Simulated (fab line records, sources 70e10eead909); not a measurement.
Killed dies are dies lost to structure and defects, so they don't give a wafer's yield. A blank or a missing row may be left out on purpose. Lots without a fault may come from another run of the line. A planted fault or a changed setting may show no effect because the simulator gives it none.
fab line records | flow nand_harc | part 1 of 2: steps 1 to 17 of 24
record lots=5 wafers=15 last_day=31
route steps=1302 shown A_CONTACT@1035
lots that met no fault: from a run of the same line without faults
start_h: hours from the record's first day to the start of the lot's first wafer shown | wait_h: hours since the lot's step before | " the same as in the row above | L1.1+2: a row that stands for several wafers | - no value, or no start given | * or withheld: withheld | < > ~ a bound
route shown NAME@n: a module of which the file shows steps, and the number in the route of the first | usual: mean/standard deviation of fault-free wafers | same: alike in all rows | chamber/n: place in a boat | sites: the reading at each site | _std_site: their standard deviation | _edge_site: outer sites' mean less inner sites' | radius_mm: how far each site lies from the wafer's centre | mask NAME#n: copy n | behind: the tool/chamber that last shaped the wafer | hold: why the lot was held/for how many hours/how that ended | device: the transistor (n, p or np) that didn't switch | end of line: the same wafers' tests at the end of the route | a step without rows: its recipe alone | killed: dies lost to structure and defects at the first sort, not the wafer's yield | map: a wafer's dies, x killed, . not, _ none there
set.NAME: the setting as run; set.NAME@STEP: as run at that earlier step | model.NAME: the simulator's own value behind a step, which no gauge read
lots at some steps of the route; a table a step, a row a wafer
services: from which hour (start_h, from the record's first day; less than 0 if before it) a tool's chamber was out of use, for how many hours, and why
## steps
# step NHARC_A_CONTACT_EBR_65
# usual exhaust_pa=44.8/0.86 resist_line_temp_C=23.02/0.11
# columns lot.wafer tool chamber start_h wait_h exhaust_pa resist_line_temp_C
L074.2 litho_track-06 0 - - 43.4 22.99
L074.4 " 0 " " 43.0 22.88
L074.6 " 0 " " 45.0 22.98
L080.2 litho_track-06 0 - - 43.3 23.14
L080.3 " 0 " " 44.8 22.96
L080.5 " 0 " " 45.9 23.14
L079.2 litho_track-01 0 - - 44.4 22.88
L079.3 " 0 " " 43.7 22.86
L079.5 " 0 " " 44.8 23.05
L081.3 litho_track-06 0 - - 44.3 23.03
L081.4 " 0 " " 44.8 22.82
L081.6 " 0 " " 43.8 22.90
L092.2 litho_track-06 0 - - 44.1 23.05
L092.4 " 0 " " 44.6 22.93
L092.5 " 0 " " 43.9 22.98
# step NHARC_A_CONTACT_EXPOSE_66
# recipe na=1.35 sigma_outer=0.8 dose_mj=59.02 mask_id=A_CC_2
# columns lot.wafer tool chamber start_h wait_h mask
L074.2+4+6 arfi_scanner-01 0 492.96 - A_CC_2#0
L080.2+3+5 arfi_scanner-01 0 554.66 - A_CC_2#0
L079.2+3+5 arfi_scanner-03 0 555.63 - A_CC_2#0
L081.3+4+6 arfi_scanner-01 0 583.56 - A_CC_2#0
L092.2+4+5 arfi_scanner-02 0 680.35 - A_CC_2#0
# step NHARC_A_CONTACT_PEB_67
# recipe peb_temp_c=100 peb_time_s=65
# usual exhaust_pa=45.2/0.89 resist_line_temp_C=22.97/0.11
# same peb_time_s=65
# columns lot.wafer tool chamber start_h wait_h exhaust_pa resist_line_temp_C
L074.2 litho_track-04 0 493.02 0.1 47.6 23.06
L074.4 " 0 " " 46.1 22.99
L074.6 " 0 " " 45.8 23.03
L080.2 litho_track-06 0 554.72 0.1 45.0 22.94
L080.3 " 0 " " 43.7 22.95
L080.5 " 0 " " 44.2 23.11
L079.2 litho_track-06 0 555.69 0.1 45.5 23.00
L079.3 " 0 " " 45.3 23.10
L079.5 " 0 " " 46.0 23.11
L081.3 litho_track-04 0 583.61 0.0 46.0 23.06
L081.4 " 0 " " 45.5 22.93
L081.6 " 0 " " 43.5 22.96
L092.2 litho_track-06 0 680.41 0.1 44.3 22.94
L092.4 " 0 " " 45.6 22.95
L092.5 " 0 " " 44.9 22.86
# step NHARC_A_CONTACT_DEVELOP_68
# recipe develop_time_s=35 dev_temp_c=23
# usual exhaust_pa=45.2/0.88 resist_line_temp_C=22.98/0.1
# columns lot.wafer tool chamber start_h wait_h exhaust_pa resist_line_temp_C
L074.2 litho_track-04 0 - - 45.4 22.90
L074.4 " 0 " " 46.0 23.07
L074.6 " 0 " " 45.5 22.96
L080.2 litho_track-06 0 - - 46.3 23.04
L080.3 " 0 " " 45.4 22.85
L080.5 " 0 " " 45.3 22.95
L079.2 litho_track-06 0 - - 44.5 22.80
L079.3 " 0 " " 44.6 22.86
L079.5 " 0 " " 44.9 22.84
L081.3 litho_track-04 0 - - 45.2 22.98
L081.4 " 0 " " 46.2 22.99
L081.6 " 0 " " 44.6 22.98
L092.2 litho_track-06 0 - - 46.7 22.99
L092.4 " 0 " " 45.4 22.88
L092.5 " 0 " " 45.2 22.80
# step NHARC_A_CONTACT_CD_MEAS_69
# recipe target_cd_nm=300 landing_energy_ev=500
# usual cd_nm=300.0/0.61
# columns lot.wafer tool chamber start_h wait_h cd_nm
L074.2 cd_sem-02 0 493.10 - 300.6
L074.4 " 0 " " 300.8
L074.6 " 0 " " 300.6
L080.2 cd_sem-03 0 554.80 - 300.2
L080.3 " 0 " " 299.2
L080.5 " 0 " " 299.0
L079.2 cd_sem-01 0 555.77 - 298.3
L079.3 " 0 " " 299.6
L079.5 " 0 " " 298.8
L081.3 cd_sem-01 0 583.70 - 300.6
L081.4 " 0 " " 299.6
L081.6 " 0 " " 300.9
L092.2 cd_sem-03 0 680.49 - 298.8
L092.4 " 0 " " 299.9
L092.5 " 0 " " 299.4
# step NHARC_A_CONTACT_OVL_MEAS_70
# usual overlay_x_nm=0.2/0.85 overlay_y_nm=-0.2/0.84
# columns lot.wafer tool chamber start_h wait_h overlay_x_nm overlay_y_nm
L074.2 overlay-01 - 493.19 - 0.0 0.4
L074.4 " - " " 0.3 0.1
L074.6 " - " " 0.5 -0.1
L080.2 overlay-02 - 554.88 - 0.5 -1.1
L080.3 " - " " 1.4 -0.9
L080.5 " - " " 1.3 -0.7
L079.2 overlay-01 - 555.85 - 0.4 0.1
L079.3 " - " " 0.1 -0.3
L079.5 " - " " 0.2 -0.4
L081.3 overlay-01 - 583.78 - -0.4 0.4
L081.4 " - " " -0.5 0.3
L081.6 " - " " -1.0 -0.2
L092.2 overlay-01 - 680.58 - 1.4 -0.2
L092.4 " - " " 1.3 -0.6
L092.5 " - " " 1.0 -0.1
# step NHARC_A_CONTACT_INSPECT_71
# usual raw_defect_count=80/38
# columns lot.wafer tool chamber start_h wait_h raw_defect_count
L074.2 defect_inspect-01 - 493.22 0.0 42
L074.4 " - " " 35
L074.6 " - " " 43
L080.2 defect_inspect-01 - 554.92 0.0 135
L080.3 " - " " 125
L080.5 " - " " 80
L079.2 defect_inspect-02 - 555.89 0.0 66
L079.3 " - " " 63
L079.5 " - " " 66
L081.3 defect_inspect-02 - 583.82 0.0 121
L081.4 " - " " 109
L081.6 " - " " 121
L092.2 defect_inspect-01 - 680.62 0.0 28
L092.4 " - " " 29
L092.5 " - " " 16
# step NHARC_A_CONTACT_DESCUM_74
# recipe time_s=3 o2_flow_sccm=200 ar_flow_sccm=0 bias_power_w=0 chemistry=O2
# usual drypump_motor_current_A=5.7/0.58 oes_product_au=1.004/0.012 rf_vpp_V=57.8/0.91 showerhead_plenum_p_Torr=1.94/0.085 throttle_valve_pct=11.312/0.0095
# same bias_power_w=0
# columns lot.wafer tool chamber start_h wait_h drypump_motor_current_A oes_product_au rf_hours_counter_h rf_vpp_V showerhead_plenum_p_Torr throttle_valve_pct
L074.4 rie_diel-13 3 493.30 0.1 5.8 0.999 54 57.7 2.06 11.318
L074.2 " 0 " " 5.9 1.011 48 57.4 2.02 11.304
L074.6 " 2 " " 5.4 0.993 - 57.8 1.83 11.300
L080.2 rie_diel-02 0 554.99 0.1 4.9 1.025 25 57.7 1.92 11.297
L080.3 " 2 " " 5.2 1.013 27 54.8 1.76 11.307
L080.5 " 0 " " 4.9 1.029 - 58.2 1.93 11.294
L079.2 rie_diel-13 1 555.95 0.1 6.5 0.982 10 58.6 2.06 11.314
L079.3 " 0 " " 5.9 0.993 9 57.5 2.02 11.327
L079.5 " 2 " " 5.4 0.986 - 57.2 1.82 11.312
L081.3 rie_diel-13 3 583.88 0.1 5.9 1.010 22 57.5 2.05 11.307
L081.4 " 2 " " 5.4 0.975 25 57.2 1.82 11.302
L081.6 " 0 " " 5.9 1.003 - 58.5 2.01 11.301
L092.2 rie_diel-01 3 680.68 0.1 5.3 1.010 39 57.5 1.92 11.319
L092.4 " 1 " " 5.7 1.001 35 57.2 1.94 11.328
L092.5 " 0 " " 5.1 0.989 - 57.3 2.01 11.321
# step NHARC_A_CONTACT_ETCH_75
# recipe target_depth_a=390 over_etch_frac=0.3 time_s=65 ion_energy_ev=80 cf4_flow_sccm=150 ar_flow_sccm=0 rf_w=300 bias_w=100 chemistry=CF4
# usual bias_w=100.05/0.29 drypump_motor_current_A=5.6/0.55 oes_product_au=1.004/0.013 rf_vpp_V=151.6/1.2 showerhead_plenum_p_Torr=1.79/0.073 throttle_valve_pct=13.285/0.0082
# same over_etch_frac=0.3
# columns lot.wafer tool chamber start_h wait_h bias_w drypump_motor_current_A oes_product_au rf_hours_counter_h rf_vpp_V showerhead_plenum_p_Torr throttle_valve_pct
L074.2 rie_diel-13 2 493.37 0.1 100.13 5.4 0.988 51 150.8 1.69 13.278
L074.4 " 1 " " 99.99 6.5 0.988 45 153.0 1.90 13.312
L074.6 " 3 " " 99.76 5.9 0.999 - 153.0 1.89 13.296
L080.2 rie_diel-02 0 555.07 0.1 100.37 4.9 1.023 25 152.2 1.78 13.277
L080.3 " 2 " " 100.04 5.2 1.014 27 149.4 1.64 13.289
L080.5 " 0 " " 99.91 4.9 1.022 - 151.4 1.78 13.286
L079.2 rie_diel-13 1 556.19 0.2 100.26 6.5 0.984 10 152.2 1.89 13.284
L079.3 " 2 " " 99.61 5.4 0.995 13 150.5 1.69 13.279
L079.5 " 0 " " 99.46 5.9 1.002 - 152.4 1.86 13.280
L081.3 rie_diel-13 2 583.97 0.1 100.02 5.4 0.977 25 150.3 1.68 13.301
L081.4 " 0 " " 100.19 5.9 1.001 18 151.0 1.86 13.283
L081.6 " 1 " " 100.29 6.5 0.987 - 154.0 1.89 13.289
L092.2 rie_diel-01 3 680.76 0.1 100.14 5.3 1.006 39 152.6 1.77 13.296
L092.4 " 0 " " 99.63 5.1 0.991 30 152.8 1.85 13.284
L092.5 " 0 " " 99.79 5.1 1.000 - 151.4 1.85 13.288
# step NHARC_A_CONTACT_ETCH_76
# recipe target_depth_a=2600 over_etch_frac=0.3 time_s=475.3 ion_energy_ev=200 n2_flow_sccm=150 h2_flow_sccm=150 ar_flow_sccm=0 rf_w=400 bias_w=150 chemistry=N2/H2
# usual bias_w=149.9/0.48 drypump_motor_current_A=5.7/0.58 h2_flow_sccm=150.0/0.52 oes_product_au=1.004/0.013 rf_vpp_V=431.1/2.7 showerhead_plenum_p_Torr=2.06/0.096 throttle_valve_pct=14.171/0.0097
# same over_etch_frac=0.3
# columns lot.wafer tool chamber start_h wait_h bias_w drypump_motor_current_A h2_flow_sccm oes_product_au rf_hours_counter_h rf_vpp_V showerhead_plenum_p_Torr throttle_valve_pct
L074.4 rie_diel-13 3 - - 149.8 5.9 150.4 1.006 54 434.0 2.20 14.179
L074.2 " 0 " " 150.1 6.0 150.3 1.005 48 433.2 2.16 14.180
L074.6 " 1 " " 150.2 6.5 149.6 1.004 - 435.8 2.20 14.164
L080.3 rie_diel-02 1 - - 149.6 5.8 151.0 1.013 23 431.2 2.02 14.168
L080.2 " 0 " " 150.0 4.9 150.1 1.023 25 432.6 2.05 14.176
L080.5 " 1 " " 149.9 5.8 151.3 1.010 - 430.3 2.02 14.172
L079.2 rie_diel-13 0 - - 149.7 5.9 149.4 0.994 9 434.1 2.15 14.155
L079.3 " 2 " " 150.4 5.4 150.3 0.987 13 427.2 1.94 14.174
L079.5 " 1 " " 150.4 6.5 149.8 0.987 - 434.1 2.20 14.168
L081.4 rie_diel-13 3 - - 149.5 5.9 150.9 0.991 22 434.4 2.19 14.147
L081.3 " 1 " " 149.2 6.5 150.1 0.974 19 435.2 2.19 14.162
L081.6 " 3 " " 150.6 5.9 150.5 1.002 - 434.6 2.19 14.160
L092.4 rie_diel-01 2 - - 149.8 6.5 149.7 1.010 42 427.5 1.96 14.176
L092.2 " 1 " " 149.5 5.7 149.5 1.004 35 431.8 2.07 14.184
L092.5 " 3 " " 149.2 5.3 149.9 1.013 - 431.4 2.04 14.178
# step NHARC_A_CONTACT_ETCH_77
# recipe target_depth_a=1089 time_s=54.5 cf4_flow_sccm=100 chf3_flow_sccm=30 ar_flow_sccm=0 rf_w=500 bias_w=200 chemistry=CF4/CHF3
# usual bias_w=200.1/0.65 chf3_flow_sccm=30.00/0.085 drypump_motor_current_A=5.7/0.57 oes_product_au=0.945/0.022 rf_vpp_V=371.0/2.4 showerhead_plenum_p_Torr=1.59/0.069 throttle_valve_pct=16.802/0.0082
# columns lot.wafer tool chamber start_h wait_h bias_w chf3_flow_sccm drypump_motor_current_A oes_product_au rf_hours_counter_h rf_vpp_V showerhead_plenum_p_Torr throttle_valve_pct
L074.4 rie_diel-13 1 - - 200.6 29.98 6.5 0.914 45 374.1 1.69 16.807
L074.2 " 2 " " 199.8 29.95 5.4 0.915 51 368.5 1.51 16.793
L074.6 " 1 " " 199.3 29.96 6.5 0.927 - 375.1 1.69 16.798
L080.2 rie_diel-02 2 - - 200.5 30.13 5.2 0.973 28 367.3 1.45 16.794
L080.3 " 3 " " 199.8 30.13 6.5 0.931 27 369.2 1.55 16.796
L080.5 " 2 " " 200.1 30.06 5.2 0.954 - 366.2 1.46 16.803
L079.3 rie_diel-13 2 - - 200.9 30.08 5.4 0.933 13 368.6 1.50 16.789
L079.2 " 0 " " 200.8 30.19 5.9 0.943 9 372.3 1.65 16.799
L079.5 " 2 " " 199.5 29.89 5.4 0.931 - 369.5 1.50 16.803
L081.3 rie_diel-13 3 - - 199.5 30.14 5.9 0.929 22 373.2 1.68 16.798
L081.4 " 1 " " 200.7 30.10 6.5 0.907 19 373.3 1.68 16.791
L081.6 " 3 " " 199.2 30.06 5.9 0.917 - 373.1 1.68 16.800
L092.4 rie_diel-01 0 - - 200.9 30.00 5.1 0.957 30 373.2 1.65 16.810
L092.2 " 1 " " 202.0 30.08 5.7 0.986 35 371.7 1.59 16.798
L092.5 " 3 " " 200.4 29.94 5.3 0.971 - 371.1 1.57 16.818
# step NHARC_A_CONTACT_ETCH_78
# recipe target_depth_a=53000 over_etch_frac=0.3 time_s=1378 ion_energy_ev=150 o2_flow_sccm=400 cos_flow_sccm=20 ar_flow_sccm=0 rf_w=500 bias_w=300 chemistry=O2/COS
# usual bias_w=300.1/0.83 drypump_motor_current_A=5.7/0.57 oes_product_au=1.004/0.012 rf_vpp_V=314.6/1.9 showerhead_plenum_p_Torr=3.16/0.13 throttle_valve_pct=28.330/0.0089
# same over_etch_frac=0.3
# columns lot.wafer tool chamber start_h wait_h bias_w drypump_motor_current_A oes_product_au rf_hours_counter_h rf_vpp_V showerhead_plenum_p_Torr throttle_valve_pct
L074.4 rie_diel-13 2 - - 299.9 5.4 0.991 52 314.2 2.99 28.349
L074.2 " 3 " " 299.7 5.9 0.999 54 316.5 3.34 28.323
L074.6 " 3 " " 300.5 5.9 0.995 - 317.0 3.34 28.345
L080.3 rie_diel-02 0 - - 300.6 4.9 1.030 26 314.2 3.14 28.338
L080.2 " 2 " " 302.1 5.2 1.022 28 310.7 2.89 28.336
L080.5 " 1 " " 301.0 5.8 1.009 - 314.1 3.10 28.335
L079.2 rie_diel-13 3 - - 299.5 5.9 1.005 11 315.9 3.34 28.316
L079.3 " 1 " " 301.6 6.6 0.984 10 316.5 3.34 28.337
L079.5 " 2 " " 298.7 5.4 0.995 - 311.9 2.98 28.342
L081.3 rie_diel-13 3 - - 301.5 5.9 1.001 23 316.3 3.33 28.326
L081.4 " 2 " " 299.8 5.4 0.979 26 311.8 2.97 28.324
L081.6 " 3 " " 301.7 5.9 1.003 - 317.1 3.33 28.313
L092.4 rie_diel-01 3 - - 299.5 5.4 1.008 39 314.5 3.12 28.335
L092.2 " 0 " " 299.8 5.1 0.995 30 317.1 3.27 28.347
L092.5 " 0 " " 300.8 5.1 0.994 - 316.0 3.27 28.340
# step NHARC_A_CONTACT_ETCH_124
# recipe source_w=withheld pressure_mtorr=20 bias_v=withheld time_s=140 target_depth_a=7000 ar_flow_sccm=withheld c4f8_flow_sccm=withheld o2_flow_sccm=withheld chemistry=C4F8/O2/Ar
# usual oes_air_line_au=1.000/0.022
# columns lot.wafer tool chamber start_h wait_h oes_air_line_au rf_hours_counter_h
L074.2 har_cap_etch-03 1 494.86 - 0.990 41
L074.4 " 0 " " 1.003 -
L074.6 " 0 " " 1.004 -
L080.2 har_cap_etch-02 1 556.56 - 0.958 93
L080.3 " 1 " " 0.999 -
L080.5 " 0 " " 1.006 -
L079.2 har_cap_etch-01 1 557.64 - 0.972 7
L079.3 " 0 " " 1.014 -
L079.5 " 0 " " 1.018 -
L081.4 har_cap_etch-01 1 585.48 - 1.010 -
L081.3 " 0 " " 1.024 -
L081.6 " 1 " " 0.982 -
L092.2 har_cap_etch-01 1 682.26 - 1.005 29
L092.4 " 0 " " 1.013 -
L092.5 " 0 " " 0.999 -
# step NHARC_A_CONTACT_ETCH_125
# recipe source_w=withheld pressure_mtorr=20 bias_v=3000 time_s=197 target_depth_a=19180 ar_flow_sccm=withheld c4f8_flow_sccm=withheld o2_flow_sccm=withheld chemistry=C4F8/O2/Ar
# usual oes_air_line_au=1.001/0.022
# columns lot.wafer tool chamber start_h wait_h oes_air_line_au rf_hours_counter_h
L074.2 har_cap_etch-03 1 495.05 0.2 1.013 42
L074.4 " 0 " " 0.969 -
L074.6 " 0 " " 1.013 -
L080.2 har_cap_etch-02 1 556.76 0.2 0.978 93
L080.3 " 1 " " 0.985 -
L080.5 " 0 " " 0.995 -
L079.2 har_cap_etch-01 1 557.84 0.2 1.030 7
L079.3 " 0 " " 1.023 -
L079.5 " 0 " " 1.014 -
L081.4 har_cap_etch-01 1 585.67 0.2 1.007 -
L081.3 " 0 " " 1.014 -
L081.6 " 1 " " 1.015 -
L092.2 har_cap_etch-01 1 682.46 0.2 1.012 29
L092.4 " 0 " " 1.004 -
L092.5 " 0 " " 0.991 -
# step NHARC_A_CONTACT_ETCH_126
# recipe source_w=withheld pressure_mtorr=20 bias_v=3000 time_s=197 target_depth_a=19180 ar_flow_sccm=withheld c4f8_flow_sccm=withheld o2_flow_sccm=withheld chemistry=C4F8/O2/Ar
# usual oes_air_line_au=0.999/0.021
# columns lot.wafer tool chamber start_h wait_h oes_air_line_au rf_hours_counter_h
L074.2 har_cap_etch-03 1 495.23 0.1 1.027 42
L074.4 " 0 " " 1.003 -
L074.6 " 0 " " 0.982 -
L080.2 har_cap_etch-02 1 556.93 0.1 1.019 93
L080.3 " 1 " " 1.010 -
L080.5 " 0 " " 1.006 -
L079.2 har_cap_etch-01 1 558.02 0.1 0.980 7
L079.3 " 0 " " 1.000 -
L079.5 " 0 " " 1.011 -
L081.4 har_cap_etch-01 1 585.87 0.2 1.003 -
L081.3 " 0 " " 1.019 -
L081.6 " 1 " " 1.020 -
L092.2 har_cap_etch-01 1 682.63 0.1 1.024 29
L092.4 " 0 " " 1.031 -
L092.5 " 0 " " 1.002 -
# step NHARC_A_CONTACT_ETCH_127
# recipe source_w=withheld pressure_mtorr=20 bias_v=3000 time_s=197 target_depth_a=19180 ar_flow_sccm=withheld c4f8_flow_sccm=withheld o2_flow_sccm=withheld chemistry=C4F8/O2/Ar
# usual oes_air_line_au=0.998/0.019
# columns lot.wafer tool chamber start_h wait_h oes_air_line_au rf_hours_counter_h
L074.2 har_cap_etch-03 1 495.41 0.1 1.022 42
L074.4 " 0 " " 0.981 -
L074.6 " 0 " " 0.988 -
L080.2 har_cap_etch-02 1 557.11 0.1 0.975 93
L080.3 " 1 " " 1.004 -
L080.5 " 0 " " 0.982 -
L079.2 har_cap_etch-01 1 558.19 0.1 1.001 8
L079.3 " 0 " " 0.995 -
L079.5 " 0 " " 0.980 -
L081.4 har_cap_etch-01 1 586.11 0.2 1.003 -
L081.3 " 0 " " 0.997 -
L081.6 " 1 " " 0.990 -
L092.2 har_cap_etch-01 1 682.81 0.1 1.023 29
L092.4 " 0 " " 1.020 -
L092.5 " 0 " " 1.009 -
# step NHARC_A_CONTACT_ETCH_128
# recipe source_w=withheld pressure_mtorr=20 bias_v=3000 time_s=197 target_depth_a=19180 ar_flow_sccm=withheld c4f8_flow_sccm=withheld o2_flow_sccm=withheld chemistry=C4F8/O2/Ar
# usual oes_air_line_au=0.999/0.022
# columns lot.wafer tool chamber start_h wait_h oes_air_line_au rf_hours_counter_h
L074.2 har_cap_etch-03 1 495.59 0.1 0.962 42
L074.4 " 0 " " 0.979 -
L074.6 " 0 " " 0.983 -
L080.2 har_cap_etch-02 1 557.28 0.1 1.018 94
L080.3 " 1 " " 1.034 -
L080.5 " 0 " " 1.020 -
L079.2 har_cap_etch-01 1 558.37 0.1 0.975 8
L079.3 " 0 " " 1.026 -
L079.5 " 0 " " 1.017 -
L081.4 har_cap_etch-01 1 586.34 0.2 1.034 -
L081.3 " 0 " " 1.013 -
L081.6 " 1 " " 0.997 -
L092.2 har_cap_etch-01 1 682.99 0.2 0.988 29
L092.4 " 0 " " 1.009 -
L092.5 " 0 " " 0.971 -
